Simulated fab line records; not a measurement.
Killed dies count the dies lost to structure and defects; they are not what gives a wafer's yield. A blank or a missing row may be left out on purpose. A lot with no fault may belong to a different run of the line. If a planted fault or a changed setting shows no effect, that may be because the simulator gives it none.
fab line records	flow nand-harc
record lots=12	wafers=35	last-day=24
route steps=1159 shown A_STAIRCASE@559
lots with no fault: from the same line, run without faults
start-h: hours from the record's opening day to when the first of the lot's shown wafers began	wait-h: hours from the lot's prior step to this one	" identical to the entry in the row above	L1.1+2: one row covering several wafers at once	- no value present, or no start provided	* or withheld: withheld	< > ~ a bound
route shown NAME@n: a module of which the file shows steps, and the number in the route of the first	usual: mean and standard deviation over wafers with no fault	same: alike in all rows	chamber/n: place in a boat	sites: the reading at each site	_std_site: their standard deviation	_edge_site: outer sites' mean less inner sites'	radius-mm: how far each site lies from the wafer's centre	mask NAME#n: copy n	behind: the most recent tool/chamber to have shaped the wafer	hold: reason for holding the lot/hours on hold/outcome of the hold	device: the transistor (n, p or np) that didn't switch	end of line: the tests these same wafers got at the end of their route	for a step that has no rows: nothing shown but its recipe	killed: dies that structure and defects cost at the first sort, which is not the same as the wafer's yield	map: a wafer's dies, marking killed ones x, the rest . and places with no die _
set.NAME: setting as actually run; set.NAME@STEP: the setting as run at that earlier step	model.NAME: the simulator's own value behind a step, which no gauge read
steps of the route over a sample of lots; a table a step, a row a wafer
services: from which hour (start-h, from the record's first day; less than 0 if before it) a tool's chamber was out of use, for how many hours, and why
## steps
# step NHARC_A_STAIRCASE_TRIM_22
# recipe time-s=211.2	o2-flow-sccm=500	ar-flow-sccm=0	bias-w=0	chemistry=O2
# usual drypump-motor-current-A=5.3/0.37	oes-product-au=1.001/0.0075	rf-vpp-V=58.0/0.84	run-length-s=232.5/0.55	showerhead-plenum-p-Torr=3.64/0.11	throttle-valve-pct=17.037/0.0096
# same time-s=211.2
lot.wafer	tool	chamber	start-h	wait-h	drypump-motor-current-A	oes-product-au	rf-hours-counter-h	rf-vpp-V	run-length-s	showerhead-plenum-p-Torr	throttle-valve-pct
L924.1	rie-diel-07	0	-	-	5.7	1.007	1	58.7	233.1	3.67	17.043
L924.2	"	1	"	"	5.6	0.999	1	56.0	232.7	3.57	17.052
L924.5	"	3	"	"	5.5	1.009	-	57.9	232.8	3.55	17.033
L925.4	rie-diel-07	2	-	-	5.6	0.995	8	57.9	232.5	3.63	17.044
L925.1	"	1	"	"	5.6	1.002	8	57.3	232.6	3.56	17.024
L925.6	"	2	"	"	5.6	0.989	-	57.9	232.5	3.63	17.042
L926.1	rie-diel-06	0	-	-	5.0	0.998	1	59.4	232.0	3.71	17.038
L926.2	"	3	"	"	4.8	0.994	1	58.2	232.2	3.77	17.060
L926.6	"	0	"	"	5.0	1.004	-	57.7	232.1	3.71	17.034
L928.2	rie-diel-06	2	-	-	5.3	1.008	5	59.1	232.1	3.77	17.045
L928.4	"	1	"	"	5.2	1.007	5	57.0	233.4	3.56	17.031
L928.6	"	3	"	"	4.8	0.991	-	58.4	231.7	3.77	17.024
L929.3	rie-diel-07	3	-	-	5.5	1.009	15	57.5	232.3	3.54	17.040
L929.4	"	3	"	"	5.5	1.005	-	59.6	232.2	3.54	17.029
L929.5	"	1	"	"	5.6	1.003	-	57.6	233.0	3.56	17.011
L930.1	rie-diel-02	2	-	-	5.2	0.997	46	59.2	232.7	3.78	17.036
L930.2	"	0	"	"	5.8	0.996	47	57.2	232.9	3.41	17.033
L930.6	"	3	"	"	6.1	0.992	-	57.5	233.5	3.63	17.030
L937.1	rie-diel-02	0	-	-	5.8	0.992	68	56.5	233.0	3.40	17.046
L937.3	"	1	"	"	5.5	0.998	66	59.1	231.7	3.34	17.024
L937.4	"	2	"	"	5.2	1.003	59	58.2	232.0	3.77	17.031
L938.3	rie-diel-07	3	-	-	5.5	1.008	40	56.9	232.3	3.53	17.049
L938.5	"	2	"	"	5.6	1.003	-	57.2	232.4	3.61	17.043
L944.2	rie-diel-06	3	-	-	4.8	1.001	39	57.8	231.7	3.75	17.036
L944.1	"	1	"	"	5.3	1.017	40	58.7	233.3	3.54	17.040
L944.3	"	2	"	"	5.3	1.007	39	57.3	232.0	3.75	17.048
L942.2	rie-diel-07	3	-	-	5.5	1.005	51	57.9	232.4	3.52	17.032
L942.4	"	2	"	"	5.6	1.002	48	57.4	232.4	3.61	17.029
L942.6	"	3	"	"	5.5	1.016	-	56.9	232.7	3.52	17.029
L943.4	rie-diel-06	2	-	-	5.3	1.011	42	58.8	232.2	3.75	17.039
L943.3	"	3	"	"	4.8	1.007	42	58.1	231.6	3.75	17.049
L943.6	"	2	"	"	5.3	1.012	-	58.3	232.2	3.75	17.037
L946.4	rie-diel-06	0	-	-	5.0	0.989	41	57.4	232.1	3.69	17.026
L946.1	"	1	"	"	5.3	1.011	45	58.7	232.5	3.54	17.033
L946.5	"	0	"	"	5.0	0.993	-	58.3	232.1	3.69	17.036
# step NHARC_A_STAIRCASE_ETCH_25
# recipe target-depth-a=1000	time-s=40.5	ion-energy-ev=400	c4f8-flow-sccm=20	o2-flow-sccm=10	ar-flow-sccm=withheld	rf-w=600	bias-w=1000	chemistry=C4F8/O2
# usual oes-product-au=0.943/0.01	rf-vpp-V=899/4.4
# same time-s=40.5
lot.wafer	tool	chamber	start-h	wait-h	oes-product-au	rf-hours-counter-h	rf-vpp-V
L924.2	rie-diel-07	0	-	-	0.950	1	900
L924.1	"	1	"	"	0.940	1	898
L924.5	"	3	"	"	0.950	-	898
L925.4	rie-diel-07	0	-	-	0.940	7	900
L925.1	"	2	"	"	0.932	8	899
L925.6	"	0	"	"	0.948	-	902
L926.2	rie-diel-06	2	-	-	0.958	2	905
L926.1	"	0	"	"	0.939	2	902
L926.6	"	1	"	"	0.953	-	896
L928.4	rie-diel-06	0	-	-	0.940	5	901
L928.2	"	2	"	"	0.937	5	907
L928.6	"	1	"	"	0.938	-	898
L929.4	rie-diel-07	1	-	-	0.943	-	896
L929.3	"	3	"	"	0.951	-	895
L929.5	"	3	"	"	0.955	-	895
L930.2	rie-diel-02	0	-	-	0.936	47	892
L930.1	"	2	"	"	0.931	46	905
L930.6	"	0	"	"	0.935	-	891
L937.3	rie-diel-02	3	-	-	0.943	64	899
L937.4	"	0	"	"	0.938	68	891
L937.1	"	1	"	"	0.923	66	889
L938.3	rie-diel-07	3	-	-	0.943	41	896
L938.5	"	3	"	"	0.943	-	897
L944.2	rie-diel-06	1	-	-	0.966	40	896
L944.1	"	2	"	"	0.971	39	903
L944.3	"	3	"	"	0.942	39	904
L942.4	rie-diel-07	0	-	-	0.959	48	900
L942.2	"	2	"	"	0.939	48	900
L942.6	"	1	"	"	0.948	-	896
L943.3	rie-diel-06	2	-	-	0.956	42	905
L943.4	"	3	"	"	0.934	43	904
L943.6	"	1	"	"	0.953	-	897
L946.4	rie-diel-06	0	-	-	0.942	42	903
L946.1	"	1	"	"	0.934	45	895
L946.5	"	2	"	"	0.950	-	904
# step NHARC_A_STAIRCASE_TRIM_187
# recipe time-s=211.2	o2-flow-sccm=500	ar-flow-sccm=0	bias-w=0	chemistry=O2
# usual drypump-motor-current-A=5.4/0.34	oes-product-au=1.002/0.0076	rf-vpp-V=58.1/0.92	run-length-s=232.6/0.51	showerhead-plenum-p-Torr=3.62/0.11	throttle-valve-pct=17.038/0.009
lot.wafer	tool	chamber	start-h	wait-h	drypump-motor-current-A	oes-product-au	rf-hours-counter-h	rf-vpp-V	run-length-s	showerhead-plenum-p-Torr	throttle-valve-pct
L924.1	rie-diel-02	2	242.56	0.1	5.2	1.010	33	57.1	232.0	3.79	17.023
L924.2	"	1	"	"	5.5	0.994	33	57.0	232.1	3.36	17.021
L924.5	"	2	"	"	5.2	1.002	-	57.4	232.0	3.79	17.037
L925.1	rie-diel-06	0	255.42	0.1	5.0	1.006	2	56.7	232.2	3.71	17.028
L925.4	"	1	"	"	5.3	1.004	1	58.4	232.6	3.56	17.040
L925.6	"	0	"	"	5.0	1.000	-	58.6	232.1	3.71	17.023
L926.2	rie-diel-06	3	257.96	0.1	4.8	0.988	3	59.5	231.8	3.77	17.051
L926.1	"	0	"	"	5.0	1.008	3	58.3	231.7	3.71	17.027
L926.6	"	2	"	"	5.3	1.005	-	59.4	231.9	3.77	17.044
L928.2	rie-diel-02	1	265.18	0.1	5.5	0.980	44	58.4	232.0	3.36	17.047
L928.4	"	2	"	"	5.2	1.003	43	56.9	232.5	3.78	17.029
L928.6	"	2	"	"	5.2	1.013	-	58.7	232.4	3.78	17.028
L929.4	rie-diel-07	3	277.45	0.1	5.5	1.012	-	56.1	232.5	3.54	17.024
L929.3	"	1	"	"	5.6	0.994	-	57.9	233.1	3.56	17.028
L929.5	"	3	"	"	5.5	1.008	-	57.3	232.3	3.54	17.044
L930.2	rie-diel-06	3	277.82	0.1	4.8	0.986	9	59.2	231.8	3.77	17.021
L930.1	"	0	"	"	5.0	1.009	9	58.6	231.9	3.71	17.046
L930.6	"	3	"	"	4.8	0.990	-	59.1	231.7	3.77	17.050
L937.4	rie-diel-06	2	328.63	0.1	5.3	1.013	27	58.8	240.9	3.76	17.021
L937.1	"	3	"	"	4.8	1.002	27	58.6	232.1	3.76	17.036
L937.3	"	0	"	"	5.0	1.007	22	58.0	232.2	3.70	17.049
L938.3	rie-diel-06	3	333.50	0.1	4.8	1.003	30	58.4	231.9	3.75	17.023
L938.5	"	1	"	"	5.3	1.015	-	58.5	242.2	3.55	17.034
L944.3	rie-diel-02	3	362.88	0.1	6.1	1.008	8	58.2	233.1	3.62	17.033
L944.1	"	0	"	"	5.8	1.005	7	59.5	233.0	3.40	17.038
L944.2	"	1	"	"	5.5	1.005	7	59.3	231.8	3.34	17.038
L942.2	rie-diel-07	3	364.90	0.1	5.5	0.995	52	58.5	232.5	3.52	17.057
L942.4	"	1	"	"	5.6	1.001	46	57.8	233.0	3.54	17.025
L942.6	"	3	"	"	5.5	0.998	-	58.5	232.6	3.52	17.038
L943.4	rie-diel-07	3	368.17	0.1	5.5	1.003	53	58.6	232.6	3.52	17.039
L943.3	"	0	"	"	5.7	1.001	50	59.0	233.5	3.64	17.034
L943.6	"	3	"	"	5.5	1.000	-	58.1	232.2	3.52	17.027
L946.1	rie-diel-07	0	377.24	0.1	5.7	1.003	53	59.1	233.1	3.64	17.036
L946.4	"	2	"	"	5.6	1.001	53	56.2	232.4	3.61	17.049
L946.5	"	0	"	"	5.7	1.012	-	58.4	233.1	3.64	17.041
# step NHARC_A_STAIRCASE_TRIM_189
# recipe time-s=211.2	o2-flow-sccm=500	ar-flow-sccm=0	bias-w=0	chemistry=O2
# usual drypump-motor-current-A=5.4/0.34	oes-product-au=1.002/0.0069	rf-vpp-V=58.1/0.84	run-length-s=232.5/0.49	showerhead-plenum-p-Torr=3.62/0.12	throttle-valve-pct=17.036/0.009
# same time-s=211.2
lot.wafer	tool	chamber	start-h	wait-h	drypump-motor-current-A	oes-product-au	rf-hours-counter-h	rf-vpp-V	run-length-s	showerhead-plenum-p-Torr	throttle-valve-pct
L924.1	rie-diel-02	3	-	-	6.1	0.995	30	57.3	233.3	3.64	17.046
L924.2	"	0	"	"	5.9	1.006	32	57.3	233.5	3.42	17.022
L924.5	"	2	"	"	5.2	1.008	-	57.8	231.9	3.79	17.040
L925.1	rie-diel-06	3	-	-	4.8	1.001	2	59.1	231.9	3.77	17.035
L925.4	"	0	"	"	5.0	0.995	2	58.4	231.9	3.71	17.030
L925.6	"	0	"	"	5.0	1.004	-	58.7	231.9	3.71	17.038
L926.1	rie-diel-06	0	-	-	5.0	1.008	3	58.4	232.3	3.71	17.040
L926.2	"	1	"	"	5.2	1.009	2	57.1	232.8	3.56	17.056
L926.6	"	1	"	"	5.3	1.007	-	58.0	232.8	3.56	17.037
L928.2	rie-diel-02	3	-	-	6.1	0.990	41	58.5	233.3	3.64	17.012
L928.4	"	0	"	"	5.9	0.991	44	58.4	232.9	3.41	17.027
L928.6	"	3	"	"	6.1	0.996	-	58.9	232.9	3.64	17.039
L929.3	rie-diel-07	3	-	-	5.5	1.004	-	59.6	232.7	3.54	17.034
L929.4	"	1	"	"	5.6	0.998	-	58.0	232.7	3.56	17.031
L929.5	"	1	"	"	5.6	1.006	-	57.8	233.1	3.56	17.026
L930.1	rie-diel-06	3	-	-	4.7	0.985	9	59.8	232.3	3.77	17.025
L930.2	"	0	"	"	5.0	0.987	9	58.6	232.0	3.71	17.017
L930.6	"	2	"	"	5.3	1.000	-	59.2	232.3	3.77	17.032
L937.3	rie-diel-06	3	-	-	4.8	0.994	27	57.8	232.0	3.76	17.045
L937.1	"	1	"	"	5.3	1.004	27	57.5	232.8	3.55	17.047
L937.4	"	2	"	"	5.3	1.009	27	59.4	232.5	3.76	17.026
L938.3	rie-diel-06	2	-	-	5.3	1.007	30	59.0	231.9	3.76	17.036
L938.5	"	1	"	"	5.2	1.005	-	57.2	232.7	3.55	17.035
L944.3	rie-diel-02	1	-	-	5.5	1.008	7	57.9	232.4	3.34	17.040
L944.1	"	2	"	"	5.2	0.997	8	57.9	232.0	3.77	17.022
L944.2	"	3	"	"	6.1	0.997	8	57.9	232.9	3.62	17.038
L942.4	rie-diel-07	0	-	-	5.7	1.004	49	58.0	233.2	3.64	17.040
L942.2	"	2	"	"	5.6	1.004	49	56.5	232.6	3.61	17.059
L942.6	"	3	"	"	5.5	0.997	-	57.4	232.7	3.52	17.025
L943.3	rie-diel-07	0	-	-	5.7	0.995	50	58.4	233.0	3.64	17.043
L943.4	"	3	"	"	5.5	0.996	53	58.6	232.4	3.52	17.031
L943.6	"	0	"	"	5.7	1.003	-	57.1	233.1	3.64	17.040
L946.1	rie-diel-07	2	-	-	5.6	1.005	53	58.4	232.8	3.61	17.032
L946.4	"	3	"	"	5.5	1.007	56	58.5	232.4	3.52	17.030
L946.5	"	2	"	"	5.6	1.011	-	59.4	232.6	3.61	17.031
## services
tool	chamber	start-h	hours	kind
rie-diel-07	3	217.21	9.3	repair
rie-diel-02	2	222.54	2.5	repair
rie-diel-06	0	222.84	-	clean
rie-diel-06	1	222.84	-	clean
rie-diel-06	2	222.84	-	clean
rie-diel-06	3	222.84	-	clean
rie-diel-07	-	228.36	9.0	pm
rie-diel-02	3	235.05	5.9	repair
rie-diel-06	-	241.85	9.0	pm
rie-diel-06	0	241.85	9.0	vent-cycle
rie-diel-06	1	241.85	9.0	vent-cycle
rie-diel-06	2	241.85	9.0	vent-cycle
rie-diel-06	3	241.85	9.0	vent-cycle
rie-diel-06	0	250.85	-	clean
rie-diel-06	1	250.85	-	clean
rie-diel-06	2	250.85	-	clean
rie-diel-06	3	250.85	-	clean
rie-diel-02	-	258.59	0.4	repair
rie-diel-07	0	271.98	11.8	repair
rie-diel-06	0	276.31	-	clean
rie-diel-06	1	276.31	-	clean
rie-diel-06	0	284.88	9.7	repair
rie-diel-06	-	300.37	1.9	repair
rie-diel-02	-	327.83	9.0	pm
## key
first-sign step=NHARC_A_STAIRCASE_TRIM_187	reading=run-length-s	direction=up	sigmas=18	usual=*	struck=*
effect none on later readings
met-at NHARC_A_STAIRCASE_TRIM_187
struck-lots L937,L938
struck-wafers L937.4,L938.5
tester-left-out L937,L938
not-acting-at NHARC_A_STAIRCASE_TRIM_22,NHARC_A_STAIRCASE_ETCH_25,NHARC_A_STAIRCASE_TRIM_189
onset-between 277.82 328.63
fault kind=process-parameter-drift	tool=rie-diel-06	chamber=-	onset-h=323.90	steps=NHARC_A_STAIRCASE_TRIM_187	channel=time-s	offset=*	shape=step	end-h=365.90	scope=struck-wafers-only	acts-in=*	stated=*
# tester-left-out: of these lots the tester's yield and bins aren't shown, on N5 and GAA mostly nor the transistor test; their killed dies are dies lost to structure and defects alone, not to doping, threshold or leakage, so they don't give the yield
